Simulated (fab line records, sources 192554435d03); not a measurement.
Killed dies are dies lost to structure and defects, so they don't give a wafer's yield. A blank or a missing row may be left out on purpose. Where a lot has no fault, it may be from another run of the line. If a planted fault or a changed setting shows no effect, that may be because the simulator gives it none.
A lot that was struck, set against a sound lot / flow n5-finfet / 25 out of 1938 route steps
Sound: these wafers, L316.1, L316.3, L316.5. The struck wafers were L313.4, L313.5, L313.6. The cause comes at the end.
Per side, at each step with rows, come the tool, then ch with its chambers, and then its first start. Under that, the readings that differ: sound wafers / struck wafers / difference of the means / sigmas: that difference in standard deviations of wafers without a fault.
alike: words and numbers the same on both sides, and readings whose means are apart by under 2 such deviations; not compared: readings that were withheld, readings missing a value for some wafer, numbers with overlapping values and no deviation given by the record, and bounds like >300 which may hide the same value.
A row with sigmas, a row that says differs or no value, or rows on one side alone: a step with any of these is where the two part. Numbers that don't overlap but have no deviation are shown without sigmas and don't part them. A reading that every wafer of one side lacks parts them only if that side has two wafers or more.

N5_STI_FIN_REVEAL_ETCHBACK_08: etches SiO2 in C4F6/O2, target depth 30.5 nm, time 10.167 s.
  sound on rie-diel-06 ch 0,1,3, day 6 10:17; struck on rie-diel-04 ch 1,2,3, day 5 18:11
  alike: C4F6_flow_sccm, drypump-motor-current-A, oes-product-au, rf-vpp-V, showerhead-plenum-p-Torr, throttle-valve-pct
  not compared: rf-hours-counter-h
N5_STI_FIN_REVEAL_STRIP_24: strips in N2/H2, time 90 s.
  sound on rie-diel-06 ch 0,1,3, day 6 10:19; struck on rie-diel-04 ch 1,2,3, day 5 18:15
  alike: drypump-motor-current-A, oes-product-au, rf-vpp-V, showerhead-plenum-p-Torr, throttle-valve-pct
  not compared: rf-hours-counter-h
then, 4 steps without rows for these wafers: N5_STI_FIN_REVEAL_PRECLEAN_25 (cleans in SPM, time 90 s); N5_STI_FIN_REVEAL_PRECLEAN_26 (cleans in SC1, time 45 s); N5_STI_FIN_REVEAL_PRECLEAN_29 (cleans in DHF, time 30 s); N5_STI_FIN_REVEAL_SRD_12 (time 30 s).
N5_STI_FIN_REVEAL_RECESS_09: chemistry HF/NH3, target SiO2, afs cycles 11, target depth 42.5 nm, sublimation time 60 s.
  sound on vapor-etch-01 ch 0,1, day 6 10:32; struck on vapor-etch-02 ch 0,1, day 5 18:57
  alike: drypump-motor-current-A
then, 3 steps without rows for these wafers: N5_STI_FIN_REVEAL_STRIP_16 (strips SiNx in H3PO4, target depth 23.8 nm); N5_STI_FIN_REVEAL_PRECLEAN_17 (cleans in NF3:NH3, afs cycles 1, time 20 s, sublimation time 60 s); N5_STI_FIN_REVEAL_ETCH_34 (etches Si in H2, material Si, target depth 0.97 nm).
N5_STI_FIN_REVEAL_OXIDATION_31: chemistry O2 PLASMA REMOTE, time 20 s.
  sound on plasma-asher-02 ch 0,1, day 6 12:46; struck on plasma-asher-02 ch 0,1, day 5 20:35
  alike: drypump-motor-current-A, heater-power-w
  not compared: rf-hours-counter-h
then, 1 step without rows for these wafers: N5_STI_FIN_REVEAL_PRECLEAN_32 (cleans in NF3:NH3, afs cycles 1, time 20 s, sublimation time 60 s).
N5_STI_FIN_REVEAL_STRIP_35: strips Si3N4 in H3PO4, target depth 4 nm, time 39 s.
  sound on wet-bench-01 ch 2,5,6, day 6 13:04; struck on wet-bench-02 ch 2,3,7, day 5 20:52
then, 1 step without rows for these wafers: N5_STI_FIN_REVEAL_SRD_21 (time 30 s).
N5_STI_FIN_REVEAL_OXIDATION_33: chemistry O2 PLASMA REMOTE, time 20 s.
  sound on plasma-asher-02 ch 0,1, day 6 13:08; struck on plasma-asher-02 ch 0,1, day 5 20:56
  alike: drypump-motor-current-A, heater-power-w
  not compared: rf-hours-counter-h
then, 2 steps without rows for these wafers: N5_STI_FIN_REVEAL_CLEAN_19 (cleans in O3/DIW, time 120 s); N5_STI_FIN_REVEAL_SRD_23 (time 30 s).
N5_STI_FIN_REVEAL_CD_MEAS_22: target cd 6.238 nm, pitch 28 nm.
  sound on cd-sem-03 at day 6 13:17; struck on cd-sem-03 at day 5 21:05
  alike: cd-nm
N5_STI_FIN_REVEAL_FIN_H_MEAS_10:
  sound on ocd-01 at day 6 13:19; struck on ocd-02 at day 5 21:07
  alike: trench-depth-nm
then, 2 steps without rows for these wafers: N5_STI_FIN_REVEAL_PRECLEAN_18 (cleans in SC2, time 45 s); N5_STI_FIN_REVEAL_SRD_28 (time 30 s).
N5_STI_FIN_REVEAL_INSPECT_13: inspects for defects (darkfield).
  sound on defect-inspect-02 at day 6 13:25; struck on defect-inspect-01 at day 5 21:12
reading=raw-defect-count; sound=8 3 9; struck=1026 989 1013; difference=+1003; sigmas=+99 or more
then, 1 step without rows for these wafers: N5_DUMMY_GATE_PRECLEAN_00 (cleans in O3/DIW, time 60 s).
-- the record jumps here: 5 days lie between the struck wafers' starts before and after (it left off in module DUMMY_GATE and takes up again in module BEOL_M4, whose first step shown is number 1111 of the route) --
N5_BEOL_M4_RC_MEAS_101:
  sound on prober-02 ch 0, day 11 13:23; struck on prober-02 ch 0, day 11 07:40
  alike: DIBL_N, DIBL_P, IOFF_N, IOFF_P, ION_N, ION_P, SS_N, SS_P, VT_N, VT_P
-- the record jumps here: 4 days lie between the struck wafers' starts before and after (it left off in module BEOL_M4 and takes up again in module PASSIVATION, whose first step shown is number 1936 of the route) --
N5_PASSIVATION_PROBE_49:
  sound on prober-01 at day 16 10:10; struck on prober-02 at day 15 12:04
reading=defect-limited-yield (%); sound=92.8 92.7 90.1; struck=80.0 80.1 81.4; difference=-11.4; sigmas=-8
reading=killed-at-front-end; sound=29 30 38; struck=163 172 165; difference=+134; sigmas=+11
reading=killed-dies; sound=85 86 117; struck=236 235 220; difference=+134; sigmas=+7
reading=sort_bin_5_function (%); sound=3.8 4.7 5.6; struck=12.5 13.1 12.5; difference=+8.0; sigmas=+8
reading=sort-n-pass; sound=1095 1094 1063; struck=944 945 960; difference=-134; sigmas=-7
reading=sort-yield-pct (%); sound=92.8 92.7 90.1; struck=80.0 80.1 81.4; difference=-11.4; sigmas=-8
  alike: killed_at_M0_to_M3, killed_at_M4_up, killed-at-contacts, killed-at-other, killed-open, killed-short, sort_bin_4_leakage, sort_bin_6_memory, sort_bin_8_speed

WHERE THEY PART
Last at N5_PASSIVATION_PROBE_49 as far as this record goes, first at N5_STI_FIN_REVEAL_INSPECT_13.

WHY: what had been put in by the simulator
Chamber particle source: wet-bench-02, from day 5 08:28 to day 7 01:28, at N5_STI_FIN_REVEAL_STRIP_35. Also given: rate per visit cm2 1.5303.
